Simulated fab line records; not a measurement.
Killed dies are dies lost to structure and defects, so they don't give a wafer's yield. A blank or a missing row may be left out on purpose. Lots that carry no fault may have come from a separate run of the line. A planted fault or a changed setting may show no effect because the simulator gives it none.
The tool behind it: which one? || flow nand harc || 9 lots, 27 wafers sampled, at 7 steps of a route of 1302

WHAT EACH GAUGE READ, for each wafer
NHARC_A_CHANNEL_HOLE_D1_CD_MEAS_30. Usual: cd nm 90.9 nm, standard deviation 1.8.
{"lot": "L902", "measured": "day 9 05:20", "on": "cd sem-03", "cd nm (nm)": "89.5 92.8 87.1", "flag": ""}
{"lot": "L906", "measured": "day 10 16:07", "on": "cd sem-01", "cd nm (nm)": "93.7 91.7 92.0", "flag": ""}
{"lot": "L912", "measured": "day 13 08:05", "on": "cd sem-01", "cd nm (nm)": "-0.5 1.8 3.7", "flag": "OFF"}
{"lot": "L913", "measured": "day 13 14:40", "on": "cd sem-03", "cd nm (nm)": "1.2 0.1 3.9", "flag": "OFF"}
{"lot": "L914", "measured": "day 14 15:47", "on": "cd sem-02", "cd nm (nm)": "89.7 88.1 89.5", "flag": ""}
{"lot": "L916", "measured": "day 15 05:01", "on": "cd sem-02", "cd nm (nm)": "86.6 90.2 90.2", "flag": ""}
{"lot": "L917", "measured": "day 15 19:50", "on": "cd sem-03", "cd nm (nm)": "88.7 91.5 89.7", "flag": ""}
{"lot": "L921", "measured": "day 17 02:08", "on": "cd sem-01", "cd nm (nm)": "90.7 93.2 94.4", "flag": ""}
{"lot": "L923", "measured": "day 17 23:53", "on": "cd sem-01", "cd nm (nm)": "90.7 90.9 90.6", "flag": ""}

NHARC_END_SORT_01. Usual: killed at array 52, standard deviation 18; killed at other 1.0, standard deviation 1.4; killed at periphery 3.1, standard deviation 2.3; killed dies 56, standard deviation 17; killed open 3.0, standard deviation 1.7; killed short 2.5, standard deviation 1.7.
{"lot": "L912", "measured": "day 29 04:56", "on": "prober-02", "killed at array": "670 673 668", "killed at other": "6 3 5", "killed at periphery": "1 1 4", "killed dies": "677 677 677", "killed open": "3 5 4", "killed short": "1 6 5", "flag": "OFF"}
{"lot": "L913", "measured": "day 29 12:46", "on": "prober-02", "killed at array": "672 674 675", "killed at other": "2 1 1", "killed at periphery": "3 2 1", "killed dies": "677 677 677", "killed open": "2 5 3", "killed short": "3 8 3", "flag": "OFF"}

TOOL THAT RAN EACH LOT (tool first, then ch and the chambers of the sampled wafers, then the start)
{"lot": "L902", "NHARC_A_CHANNEL_HOLE_D1_ETCH_24": "har etch-01 ch 0,1, day 9 01:56", "NHARC_A_CHANNEL_HOLE_D1_ETCH_25": "har etch-01 ch 0,1, day 9 02:43", "NHARC_A_CHANNEL_HOLE_D1_ETCH_44": "rie diel-09 ch 0,1, day 9 04:33", "NHARC_A_CHANNEL_HOLE_D1_STRIP_27": "rie diel-09 ch 0,1,2, day 9 05:20 or earlier", "NHARC_A_CHANNEL_HOLE_D1_XSEM_31": "xsem-02 ch 0, day 9 05:26"}
{"lot": "L906", "NHARC_A_CHANNEL_HOLE_D1_ETCH_24": "har etch-01 ch 0,1, day 10 12:50", "NHARC_A_CHANNEL_HOLE_D1_ETCH_25": "har etch-01 ch 0,1, day 10 13:38", "NHARC_A_CHANNEL_HOLE_D1_ETCH_44": "rie diel-02 ch 1,2,3, day 10 15:19", "NHARC_A_CHANNEL_HOLE_D1_STRIP_27": "rie diel-02 ch 0,1,2, day 10 16:07 or earlier", "NHARC_A_CHANNEL_HOLE_D1_XSEM_31": "xsem-02 ch 0, day 10 16:12"}
{"lot": "L912", "NHARC_A_CHANNEL_HOLE_D1_ETCH_24": "har etch-01 ch 1, day 13 04:38", "NHARC_A_CHANNEL_HOLE_D1_ETCH_25": "har etch-01 ch 1, day 13 05:24", "NHARC_A_CHANNEL_HOLE_D1_ETCH_44": "rie diel-10 ch 0,1,3, day 13 07:18", "NHARC_A_CHANNEL_HOLE_D1_STRIP_27": "rie diel-10 ch 0,1,2, day 13 08:05 or earlier", "NHARC_A_CHANNEL_HOLE_D1_XSEM_31": "xsem-02 ch 0, day 13 08:11"}
{"lot": "L913", "NHARC_A_CHANNEL_HOLE_D1_ETCH_24": "har etch-01 ch 0,1, day 13 11:16", "NHARC_A_CHANNEL_HOLE_D1_ETCH_25": "har etch-01 ch 0,1, day 13 12:02", "NHARC_A_CHANNEL_HOLE_D1_ETCH_44": "rie diel-10 ch 0,1,3, day 13 13:52", "NHARC_A_CHANNEL_HOLE_D1_STRIP_27": "rie diel-10 ch 0,1,3, day 13 14:40 or earlier", "NHARC_A_CHANNEL_HOLE_D1_XSEM_31": "xsem-01 ch 0, day 13 14:45"}
{"lot": "L914", "NHARC_A_CHANNEL_HOLE_D1_ETCH_24": "har etch-01 ch 0,1, day 14 12:30", "NHARC_A_CHANNEL_HOLE_D1_ETCH_25": "har etch-01 ch 0,1, day 14 13:17", "NHARC_A_CHANNEL_HOLE_D1_ETCH_44": "rie diel-10 ch 0,1,2, day 14 14:58", "NHARC_A_CHANNEL_HOLE_D1_STRIP_27": "rie diel-10 ch 0,2,3, day 14 15:47 or earlier", "NHARC_A_CHANNEL_HOLE_D1_XSEM_31": "xsem-01 ch 0, day 14 15:52"}
{"lot": "L916", "NHARC_A_CHANNEL_HOLE_D1_ETCH_24": "har etch-02 ch 0,1, day 15 01:37", "NHARC_A_CHANNEL_HOLE_D1_ETCH_25": "har etch-02 ch 0,1, day 15 02:23", "NHARC_A_CHANNEL_HOLE_D1_ETCH_44": "rie diel-10 ch 1,2,3, day 15 04:13", "NHARC_A_CHANNEL_HOLE_D1_STRIP_27": "rie diel-10 ch 0,1, day 15 05:01 or earlier", "NHARC_A_CHANNEL_HOLE_D1_XSEM_31": "xsem-02 ch 0, day 15 05:07"}
{"lot": "L917", "NHARC_A_CHANNEL_HOLE_D1_ETCH_24": "har etch-01 ch 0,1, day 15 16:49", "NHARC_A_CHANNEL_HOLE_D1_ETCH_25": "har etch-01 ch 0,1, day 15 17:38", "NHARC_A_CHANNEL_HOLE_D1_ETCH_44": "rie diel-10 ch 0,1, day 15 19:02", "NHARC_A_CHANNEL_HOLE_D1_STRIP_27": "rie diel-10 ch 1,2, day 15 19:50 or earlier", "NHARC_A_CHANNEL_HOLE_D1_XSEM_31": "xsem-01 ch 0, day 15 19:56"}
{"lot": "L921", "NHARC_A_CHANNEL_HOLE_D1_ETCH_24": "har etch-01 ch 0,1, day 16 22:48", "NHARC_A_CHANNEL_HOLE_D1_ETCH_25": "har etch-01 ch 0,1, day 16 23:35", "NHARC_A_CHANNEL_HOLE_D1_ETCH_44": "rie diel-02 ch 2,3, day 17 01:21", "NHARC_A_CHANNEL_HOLE_D1_STRIP_27": "rie diel-02 ch 0,2,3, day 17 02:08 or earlier", "NHARC_A_CHANNEL_HOLE_D1_XSEM_31": "xsem-02 ch 0, day 17 02:14"}
{"lot": "L923", "NHARC_A_CHANNEL_HOLE_D1_ETCH_24": "har etch-01 ch 0,1, day 17 20:37", "NHARC_A_CHANNEL_HOLE_D1_ETCH_25": "har etch-01 ch 0,1, day 17 21:24", "NHARC_A_CHANNEL_HOLE_D1_ETCH_44": "rie diel-02 ch 0,2, day 17 23:05", "NHARC_A_CHANNEL_HOLE_D1_STRIP_27": "rie diel-02 ch 1,2,3, day 17 23:53 or earlier", "NHARC_A_CHANNEL_HOLE_D1_XSEM_31": "xsem-02 ch 0, day 17 23:58"}
- NHARC_A_CHANNEL_HOLE_D1_ETCH_24: etches the open film in C4F8/O2/Ar, time 906.2 s, target depth 1500 nm.
- NHARC_A_CHANNEL_HOLE_D1_ETCH_25: etches the open film in C4F8/O2/Ar, time 1040.2 s, target depth 1500 nm.
- NHARC_A_CHANNEL_HOLE_D1_ETCH_44: etches the open film in CF4/O2, target depth 140 nm, overetch 14 nm, time 77 s.
- NHARC_A_CHANNEL_HOLE_D1_STRIP_27: strips in O2.
- NHARC_A_CHANNEL_HOLE_D1_XSEM_31

WHAT THE TOOLS THEMSELVES READ (means of the sampled wafers that have a number; where no wafer has one, the mark that the record gives instead)
NHARC_A_CHANNEL_HOLE_D1_ETCH_24. Usual: c4f8 flow sccm 93.80 sccm, standard deviation 0.28; chamber pressure mTorr 20.003 mTorr, standard deviation 0.02; drypump motor current A 5.43 A, standard deviation 0.18; showerhead plenum p Torr 3.67 Torr, standard deviation 0.082; throttle valve pct 32.236 %, standard deviation 0.0099.
{"lot": "L902", "tool": "har etch-01", "c4f8 flow sccm (sccm)": 93.48, "chamber pressure mTorr (mTorr)": 20.005, "drypump motor current A (A)": 5.52, "showerhead plenum p Torr (Torr)": 3.67, "throttle valve pct (%)": 32.233, "flag": ""}
{"lot": "L906", "tool": "har etch-01", "c4f8 flow sccm (sccm)": 93.77, "chamber pressure mTorr (mTorr)": 19.997, "drypump motor current A (A)": 5.51, "showerhead plenum p Torr (Torr)": 3.66, "throttle valve pct (%)": 32.235, "flag": ""}
{"lot": "L912", "tool": "har etch-01", "c4f8 flow sccm (sccm)": "-", "chamber pressure mTorr (mTorr)": "-", "drypump motor current A (A)": "-", "showerhead plenum p Torr (Torr)": "-", "throttle valve pct (%)": "-", "flag": "OFF"}
{"lot": "L913", "tool": "har etch-01", "c4f8 flow sccm (sccm)": "-", "chamber pressure mTorr (mTorr)": "-", "drypump motor current A (A)": "-", "showerhead plenum p Torr (Torr)": "-", "throttle valve pct (%)": "-", "flag": "OFF"}
{"lot": "L914", "tool": "har etch-01", "c4f8 flow sccm (sccm)": 93.87, "chamber pressure mTorr (mTorr)": 19.992, "drypump motor current A (A)": 5.60, "showerhead plenum p Torr (Torr)": 3.66, "throttle valve pct (%)": 32.248, "flag": ""}
{"lot": "L916", "tool": "har etch-02", "c4f8 flow sccm (sccm)": 93.75, "chamber pressure mTorr (mTorr)": 19.997, "drypump motor current A (A)": 5.28, "showerhead plenum p Torr (Torr)": 3.66, "throttle valve pct (%)": 32.235, "flag": ""}
{"lot": "L917", "tool": "har etch-01", "c4f8 flow sccm (sccm)": 94.01, "chamber pressure mTorr (mTorr)": 20.016, "drypump motor current A (A)": 5.60, "showerhead plenum p Torr (Torr)": 3.65, "throttle valve pct (%)": 32.243, "flag": ""}
{"lot": "L921", "tool": "har etch-01", "c4f8 flow sccm (sccm)": 93.97, "chamber pressure mTorr (mTorr)": 20.015, "drypump motor current A (A)": 5.59, "showerhead plenum p Torr (Torr)": 3.64, "throttle valve pct (%)": 32.232, "flag": ""}
{"lot": "L923", "tool": "har etch-01", "c4f8 flow sccm (sccm)": 94.00, "chamber pressure mTorr (mTorr)": 19.994, "drypump motor current A (A)": 5.60, "showerhead plenum p Torr (Torr)": 3.63, "throttle valve pct (%)": 32.233, "flag": ""}

NHARC_A_CHANNEL_HOLE_D1_ETCH_25. Usual: c4f8 flow sccm 93.84 sccm, standard deviation 0.29; chamber pressure mTorr 20.001 mTorr, standard deviation 0.021; drypump motor current A 5.43 A, standard deviation 0.18; showerhead plenum p Torr 3.67 Torr, standard deviation 0.082; throttle valve pct 32.235 %, standard deviation 0.0094.
{"lot": "L902", "tool": "har etch-01", "c4f8 flow sccm (sccm)": 93.66, "chamber pressure mTorr (mTorr)": 20.004, "drypump motor current A (A)": 5.48, "showerhead plenum p Torr (Torr)": 3.67, "throttle valve pct (%)": 32.235, "flag": ""}
{"lot": "L906", "tool": "har etch-01", "c4f8 flow sccm (sccm)": 93.83, "chamber pressure mTorr (mTorr)": 19.986, "drypump motor current A (A)": 5.49, "showerhead plenum p Torr (Torr)": 3.66, "throttle valve pct (%)": 32.241, "flag": ""}
{"lot": "L912", "tool": "har etch-01", "c4f8 flow sccm (sccm)": 93.44, "chamber pressure mTorr (mTorr)": 19.989, "drypump motor current A (A)": 5.42, "showerhead plenum p Torr (Torr)": 3.61, "throttle valve pct (%)": 32.249, "flag": ""}
{"lot": "L913", "tool": "har etch-01", "c4f8 flow sccm (sccm)": 93.95, "chamber pressure mTorr (mTorr)": 19.999, "drypump motor current A (A)": 5.61, "showerhead plenum p Torr (Torr)": 3.66, "throttle valve pct (%)": 32.228, "flag": ""}
{"lot": "L914", "tool": "har etch-01", "c4f8 flow sccm (sccm)": 93.89, "chamber pressure mTorr (mTorr)": 20.027, "drypump motor current A (A)": 5.58, "showerhead plenum p Torr (Torr)": 3.66, "throttle valve pct (%)": 32.230, "flag": ""}
{"lot": "L916", "tool": "har etch-02", "c4f8 flow sccm (sccm)": 93.60, "chamber pressure mTorr (mTorr)": 19.997, "drypump motor current A (A)": 5.27, "showerhead plenum p Torr (Torr)": 3.66, "throttle valve pct (%)": 32.230, "flag": ""}
{"lot": "L917", "tool": "har etch-01", "c4f8 flow sccm (sccm)": 94.02, "chamber pressure mTorr (mTorr)": 19.995, "drypump motor current A (A)": 5.60, "showerhead plenum p Torr (Torr)": 3.65, "throttle valve pct (%)": 32.228, "flag": ""}
{"lot": "L921", "tool": "har etch-01", "c4f8 flow sccm (sccm)": 93.87, "chamber pressure mTorr (mTorr)": 19.995, "drypump motor current A (A)": 5.59, "showerhead plenum p Torr (Torr)": 3.64, "throttle valve pct (%)": 32.237, "flag": ""}
{"lot": "L923", "tool": "har etch-01", "c4f8 flow sccm (sccm)": 94.01, "chamber pressure mTorr (mTorr)": 20.004, "drypump motor current A (A)": 5.60, "showerhead plenum p Torr (Torr)": 3.63, "throttle valve pct (%)": 32.238, "flag": ""}

NHARC_A_CHANNEL_HOLE_D1_ETCH_44. Usual: bias w is 100.0 W with standard deviation 0.31, cf4 flow sccm is 80.01 sccm with standard deviation 0.26, drypump motor current A is 5.7 A with standard deviation 0.47, oes product au is 0.998 a.u. with standard deviation 0.013, rf vpp V is 197.2 V with standard deviation 1.2, showerhead plenum p Torr is 1.31 Torr with standard deviation 0.036, and throttle valve pct is 13.398 % with standard deviation 0.0082.
{"lot": "L902", "tool": "rie diel-09", "bias w (W)": 99.9, "cf4 flow sccm (sccm)": 80.35, "drypump motor current A (A)": 5.9, "oes product au (a.u.)": 1.005, "rf vpp V (V)": 200.0, "showerhead plenum p Torr (Torr)": 1.37, "throttle valve pct (%)": 13.400, "flag": ""}
{"lot": "L906", "tool": "rie diel-02", "bias w (W)": 100.2, "cf4 flow sccm (sccm)": 79.54, "drypump motor current A (A)": 5.6, "oes product au (a.u.)": 1.009, "rf vpp V (V)": 196.8, "showerhead plenum p Torr (Torr)": 1.30, "throttle valve pct (%)": 13.406, "flag": ""}
{"lot": "L912", "tool": "rie diel-10", "bias w (W)": 100.2, "cf4 flow sccm (sccm)": 80.00, "drypump motor current A (A)": 6.0, "oes product au (a.u.)": 0.987, "rf vpp V (V)": 197.5, "showerhead plenum p Torr (Torr)": 1.31, "throttle valve pct (%)": 13.398, "flag": ""}
{"lot": "L913", "tool": "rie diel-10", "bias w (W)": 99.9, "cf4 flow sccm (sccm)": 79.91, "drypump motor current A (A)": 6.0, "oes product au (a.u.)": 0.993, "rf vpp V (V)": 197.9, "showerhead plenum p Torr (Torr)": 1.31, "throttle valve pct (%)": 13.395, "flag": ""}
{"lot": "L914", "tool": "rie diel-10", "bias w (W)": 100.2, "cf4 flow sccm (sccm)": 79.83, "drypump motor current A (A)": 5.5, "oes product au (a.u.)": 0.982, "rf vpp V (V)": 197.5, "showerhead plenum p Torr (Torr)": 1.31, "throttle valve pct (%)": 13.400, "flag": ""}
{"lot": "L916", "tool": "rie diel-10", "bias w (W)": 100.0, "cf4 flow sccm (sccm)": 80.04, "drypump motor current A (A)": 5.6, "oes product au (a.u.)": 0.990, "rf vpp V (V)": 195.9, "showerhead plenum p Torr (Torr)": 1.29, "throttle valve pct (%)": 13.406, "flag": ""}
{"lot": "L917", "tool": "rie diel-10", "bias w (W)": 100.0, "cf4 flow sccm (sccm)": 79.99, "drypump motor current A (A)": 5.7, "oes product au (a.u.)": 0.976, "rf vpp V (V)": 197.3, "showerhead plenum p Torr (Torr)": 1.31, "throttle valve pct (%)": 13.403, "flag": ""}
{"lot": "L921", "tool": "rie diel-02", "bias w (W)": 100.0, "cf4 flow sccm (sccm)": 79.97, "drypump motor current A (A)": 5.5, "oes product au (a.u.)": 1.016, "rf vpp V (V)": 195.9, "showerhead plenum p Torr (Torr)": 1.26, "throttle valve pct (%)": 13.400, "flag": ""}
{"lot": "L923", "tool": "rie diel-02", "bias w (W)": 100.0, "cf4 flow sccm (sccm)": 79.98, "drypump motor current A (A)": 6.0, "oes product au (a.u.)": 1.001, "rf vpp V (V)": 197.5, "showerhead plenum p Torr (Torr)": 1.31, "throttle valve pct (%)": 13.401, "flag": ""}

NHARC_A_CHANNEL_HOLE_D1_STRIP_27. Usual: drypump motor current A 5.7 A, standard deviation 0.47; oes product au 1.000 a.u., standard deviation 0.015; rf vpp V 57.5 V, standard deviation 0.89; showerhead plenum p Torr 3.45 Torr, standard deviation 0.087; throttle valve pct 17.037 %, standard deviation 0.0087.
{"lot": "L902", "tool": "rie diel-09", "drypump motor current A (A)": 5.7, "oes product au (a.u.)": 1.000, "rf vpp V (V)": 57.8, "showerhead plenum p Torr (Torr)": 3.63, "throttle valve pct (%)": 17.035, "flag": ""}
{"lot": "L906", "tool": "rie diel-02", "drypump motor current A (A)": 5.9, "oes product au (a.u.)": 1.009, "rf vpp V (V)": 57.5, "showerhead plenum p Torr (Torr)": 3.50, "throttle valve pct (%)": 17.040, "flag": ""}
{"lot": "L912", "tool": "rie diel-10", "drypump motor current A (A)": 5.6, "oes product au (a.u.)": 1.003, "rf vpp V (V)": 57.5, "showerhead plenum p Torr (Torr)": 3.46, "throttle valve pct (%)": 17.033, "flag": ""}
{"lot": "L913", "tool": "rie diel-10", "drypump motor current A (A)": 6.1, "oes product au (a.u.)": 0.992, "rf vpp V (V)": 57.7, "showerhead plenum p Torr (Torr)": 3.47, "throttle valve pct (%)": 17.044, "flag": ""}
{"lot": "L914", "tool": "rie diel-10", "drypump motor current A (A)": 5.8, "oes product au (a.u.)": 1.002, "rf vpp V (V)": 57.1, "showerhead plenum p Torr (Torr)": 3.46, "throttle valve pct (%)": 17.036, "flag": ""}
{"lot": "L916", "tool": "rie diel-10", "drypump motor current A (A)": 6.0, "oes product au (a.u.)": 0.991, "rf vpp V (V)": 58.1, "showerhead plenum p Torr (Torr)": 3.52, "throttle valve pct (%)": 17.043, "flag": ""}
{"lot": "L917", "tool": "rie diel-10", "drypump motor current A (A)": 5.2, "oes product au (a.u.)": 0.990, "rf vpp V (V)": 57.2, "showerhead plenum p Torr (Torr)": 3.39, "throttle valve pct (%)": 17.034, "flag": ""}
{"lot": "L921", "tool": "rie diel-02", "drypump motor current A (A)": 5.7, "oes product au (a.u.)": 1.016, "rf vpp V (V)": 56.9, "showerhead plenum p Torr (Torr)": 3.40, "throttle valve pct (%)": 17.043, "flag": ""}
{"lot": "L923", "tool": "rie diel-02", "drypump motor current A (A)": 5.6, "oes product au (a.u.)": 1.008, "rf vpp V (V)": 58.0, "showerhead plenum p Torr (Torr)": 3.41, "throttle valve pct (%)": 17.035, "flag": ""}

NHARC_A_CHANNEL_HOLE_D1_XSEM_31. Usual: bot cd nm 75.6 nm, standard deviation 1.8; bow nm 8.7 nm, standard deviation 0.35; tilt deg 0.08 degrees, standard deviation 0.033.
{"lot": "L902", "tool": "xsem-02", "bot cd nm (nm)": 75.5, "bow nm (nm)": 9.0, "tilt deg (degrees)": 0.09, "flag": ""}
{"lot": "L906", "tool": "xsem-02", "bot cd nm (nm)": 76.6, "bow nm (nm)": 9.1, "tilt deg (degrees)": 0.09, "flag": ""}
{"lot": "L912", "tool": "xsem-02", "bot cd nm (nm)": 2.0, "bow nm (nm)": 0.4, "tilt deg (degrees)": 0.07, "flag": "OFF"}
{"lot": "L913", "tool": "xsem-01", "bot cd nm (nm)": 1.5, "bow nm (nm)": 0.0, "tilt deg (degrees)": 0.10, "flag": "OFF"}
{"lot": "L914", "tool": "xsem-01", "bot cd nm (nm)": 75.4, "bow nm (nm)": 8.5, "tilt deg (degrees)": 0.08, "flag": ""}
{"lot": "L916", "tool": "xsem-02", "bot cd nm (nm)": 73.3, "bow nm (nm)": 8.8, "tilt deg (degrees)": 0.12, "flag": ""}
{"lot": "L917", "tool": "xsem-01", "bot cd nm (nm)": 74.8, "bow nm (nm)": 8.4, "tilt deg (degrees)": 0.03, "flag": ""}
{"lot": "L921", "tool": "xsem-02", "bot cd nm (nm)": 77.4, "bow nm (nm)": 8.8, "tilt deg (degrees)": 0.08, "flag": ""}
{"lot": "L923", "tool": "xsem-02", "bot cd nm (nm)": 75.1, "bow nm (nm)": 9.4, "tilt deg (degrees)": 0.08, "flag": ""}

THE ANSWER, worked out from the rows above alone
Rule: a lot is off if the mean of its wafers that have a number lies more than 3 standard deviations from the usual mean. Also off: a lot with no number at a reading for which 4 or more lots have one. All remaining lots with rows at the step are treated as sound. The gauges are gone through in route order, then the tools' own readings, and for those a lot's mean is taken as printed above. The first step at which some lot is off is used, and at that step the reading that is off furthest; a lot without a number counts as furthest.
Off: L912, L913 (NHARC_A_CHANNEL_HOLE_D1_CD_MEAS_30, cd nm).
A tool fits if, at a process step before that reading, it ran every lot that is off, and no sound lot after the first of them. Not tried: the gauges at NHARC_A_CHANNEL_HOLE_D1_CD_MEAS_30; whatever is off there is also off at NHARC_END_SORT_01, on other tools, and gauge error can't account for it. NHARC_A_CHANNEL_HOLE_D1_STRIP_27 gives no start for some lots, so the hours and the order of its lots are those of NHARC_A_CHANNEL_HOLE_D1_CD_MEAS_30. Of those tried, none fits.

WHAT WAS PUT IN BY THE SIMULATOR
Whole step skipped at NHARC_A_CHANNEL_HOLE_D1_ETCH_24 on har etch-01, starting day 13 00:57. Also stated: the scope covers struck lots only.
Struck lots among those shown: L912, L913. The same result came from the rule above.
